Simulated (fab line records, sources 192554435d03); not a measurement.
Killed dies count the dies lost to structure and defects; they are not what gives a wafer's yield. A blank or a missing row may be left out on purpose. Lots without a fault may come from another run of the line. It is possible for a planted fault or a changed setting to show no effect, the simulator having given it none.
Chamber matching || flow n5 finfet || 4 sister chambers for N5_ILD0_CMP_03 on cmp-04
The step polishes, stops on SiNx, t overpolish 1.9 s, target thk 197.38 nm. 24 wafers are shown with their chamber, then 12 later ones without.

== WAFERS WITH THEIR CHAMBER ==
{"wafer": "L075.1", "chamber": 1, "motor current A (A)": 12.7, "time to endpoint s (s)": 64, "slurry filter dp kPa (kPa)": 13.65}
{"wafer": "L075.4", "chamber": 3, "motor current A (A)": 11.8, "time to endpoint s (s)": 68, "slurry filter dp kPa (kPa)": 13.45}
{"wafer": "L075.6", "chamber": 1, "motor current A (A)": 12.2, "time to endpoint s (s)": 67, "slurry filter dp kPa (kPa)": 13.42}
{"wafer": "L076.2", "chamber": 3, "motor current A (A)": 11.6, "time to endpoint s (s)": 65, "slurry filter dp kPa (kPa)": 13.53}
{"wafer": "L076.3", "chamber": 0, "motor current A (A)": 15.0, "time to endpoint s (s)": 59, "slurry filter dp kPa (kPa)": 13.47}
{"wafer": "L076.6", "chamber": 0, "motor current A (A)": 14.4, "time to endpoint s (s)": 62, "slurry filter dp kPa (kPa)": 13.37}
{"wafer": "L078.1", "chamber": 0, "motor current A (A)": 15.1, "time to endpoint s (s)": 61, "slurry filter dp kPa (kPa)": 13.47}
{"wafer": "L078.3", "chamber": 1, "motor current A (A)": 12.5, "time to endpoint s (s)": 62, "slurry filter dp kPa (kPa)": 13.25}
{"wafer": "L078.6", "chamber": 3, "motor current A (A)": 11.5, "time to endpoint s (s)": 65, "slurry filter dp kPa (kPa)": 13.67}
{"wafer": "L080.1", "chamber": 0, "motor current A (A)": 14.4, "time to endpoint s (s)": 63, "slurry filter dp kPa (kPa)": 13.51}
{"wafer": "L080.3", "chamber": 2, "motor current A (A)": 13.7, "time to endpoint s (s)": 66, "slurry filter dp kPa (kPa)": 13.75}
{"wafer": "L080.4", "chamber": 3, "motor current A (A)": 11.7, "time to endpoint s (s)": 65, "slurry filter dp kPa (kPa)": 13.62}
{"wafer": "L082.1", "chamber": 2, "motor current A (A)": 13.9, "time to endpoint s (s)": 63, "slurry filter dp kPa (kPa)": 13.55}
{"wafer": "L082.3", "chamber": 3, "motor current A (A)": 12.0, "time to endpoint s (s)": 63, "slurry filter dp kPa (kPa)": 13.66}
{"wafer": "L082.6", "chamber": 2, "motor current A (A)": 13.5, "time to endpoint s (s)": 64, "slurry filter dp kPa (kPa)": 13.77}
{"wafer": "L087.1", "chamber": 0, "motor current A (A)": 14.3, "time to endpoint s (s)": 57, "slurry filter dp kPa (kPa)": 13.32}
{"wafer": "L087.4", "chamber": 1, "motor current A (A)": 12.4, "time to endpoint s (s)": 61, "slurry filter dp kPa (kPa)": 13.67}
{"wafer": "L087.5", "chamber": 3, "motor current A (A)": 11.7, "time to endpoint s (s)": 64, "slurry filter dp kPa (kPa)": 13.32}
{"wafer": "L088.3", "chamber": 2, "motor current A (A)": 13.0, "time to endpoint s (s)": 65, "slurry filter dp kPa (kPa)": 13.69}
{"wafer": "L088.5", "chamber": 2, "motor current A (A)": 13.2, "time to endpoint s (s)": 64, "slurry filter dp kPa (kPa)": 13.30}
{"wafer": "L088.6", "chamber": 3, "motor current A (A)": 12.0, "time to endpoint s (s)": 64, "slurry filter dp kPa (kPa)": 13.52}
{"wafer": "L090.1", "chamber": 2, "motor current A (A)": 13.1, "time to endpoint s (s)": 67, "slurry filter dp kPa (kPa)": 13.63}
{"wafer": "L090.3", "chamber": 1, "motor current A (A)": 12.6, "time to endpoint s (s)": 65, "slurry filter dp kPa (kPa)": 13.29}
{"wafer": "L090.6", "chamber": 1, "motor current A (A)": 13.1, "time to endpoint s (s)": 65, "slurry filter dp kPa (kPa)": 13.56}

SIGNATURES (averages over the wafers above)
{"reading": "motor current A", "chamber 0": 14.640, "chamber 1": 12.583, "chamber 2": 13.400, "chamber 3": 11.757, "scatter within a chamber": 0.308}
{"reading": "time to endpoint s", "chamber 0": 60.40, "chamber 1": 64.00, "chamber 2": 64.83, "chamber 3": 64.86, "scatter within a chamber": 1.91}
{"reading": "slurry filter dp kPa", "chamber 0": 13.4280, "chamber 1": 13.4733, "chamber 2": 13.6150, "chamber 3": 13.5386, "scatter within a chamber": 0.148}
Rule: distance of a wafer from a chamber = root of the sum over the readings of ((wafer's reading minus chamber's mean) / reading's scatter) squared. If the next closest chamber is less than 2 further off than the closest, the wafer can't be placed; otherwise it belongs to the closest. The scatter: the root of (the sum of the squares of (reading less its chamber's mean) over the shown wafers, divided by (wafers less chambers)).

== WAFERS WHOSE CHAMBER IS MISSING ==
{"wafer": "L093.1", "motor current A (A)": 12.9, "time to endpoint s (s)": 66, "slurry filter dp kPa (kPa)": 13.44}
{"wafer": "L093.3", "motor current A (A)": 11.5, "time to endpoint s (s)": 68, "slurry filter dp kPa (kPa)": 13.43}
{"wafer": "L093.5", "motor current A (A)": 12.3, "time to endpoint s (s)": 65, "slurry filter dp kPa (kPa)": 13.32}
{"wafer": "L094.3", "motor current A (A)": 12.0, "time to endpoint s (s)": 70, "slurry filter dp kPa (kPa)": 13.32}
{"wafer": "L094.5", "motor current A (A)": 13.0, "time to endpoint s (s)": 67, "slurry filter dp kPa (kPa)": 13.35}
{"wafer": "L094.6", "motor current A (A)": 14.3, "time to endpoint s (s)": 68, "slurry filter dp kPa (kPa)": 13.52}
{"wafer": "L096.3", "motor current A (A)": 15.2, "time to endpoint s (s)": 65, "slurry filter dp kPa (kPa)": 13.41}
{"wafer": "L096.4", "motor current A (A)": 12.3, "time to endpoint s (s)": 70, "slurry filter dp kPa (kPa)": 13.24}
{"wafer": "L096.5", "motor current A (A)": 12.3, "time to endpoint s (s)": 68, "slurry filter dp kPa (kPa)": 13.54}
{"wafer": "L097.1", "motor current A (A)": 12.4, "time to endpoint s (s)": 66, "slurry filter dp kPa (kPa)": 13.57}
{"wafer": "L097.3", "motor current A (A)": 12.7, "time to endpoint s (s)": 69, "slurry filter dp kPa (kPa)": 13.51}
{"wafer": "L097.4", "motor current A (A)": 14.9, "time to endpoint s (s)": 62, "slurry filter dp kPa (kPa)": 13.30}

== CHAMBER TAKEN BY EACH ==
{"wafer": "L093.1", "from the rows above": "can't be placed: 1 or 2", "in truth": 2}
{"wafer": "L093.3", "from the rows above": 3, "in truth": 3}
{"wafer": "L093.5", "from the rows above": "can't be placed: 1 or 3", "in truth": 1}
{"wafer": "L094.3", "from the rows above": "can't be placed: 3 or 1", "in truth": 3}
{"wafer": "L094.5", "from the rows above": "can't be placed: 1 or 2", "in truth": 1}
{"wafer": "L094.6", "from the rows above": "can't be placed: 2 or 0", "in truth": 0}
{"wafer": "L096.3", "from the rows above": 0, "in truth": 0}
{"wafer": "L096.4", "from the rows above": "can't be placed: 1 or 3 or 2", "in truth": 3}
{"wafer": "L096.5", "from the rows above": "can't be placed: 1 or 3 or 2", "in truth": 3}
{"wafer": "L097.1", "from the rows above": "can't be placed: 1 or 3 or 2", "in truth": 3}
{"wafer": "L097.3", "from the rows above": "can't be placed: 1 or 2 or 3", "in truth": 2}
{"wafer": "L097.4", "from the rows above": 0, "in truth": 0}
3 of 12 placed correctly. Unplaceable from these rows: 9, with the true chamber sitting among the candidates in 9. Placed wrongly: 0.
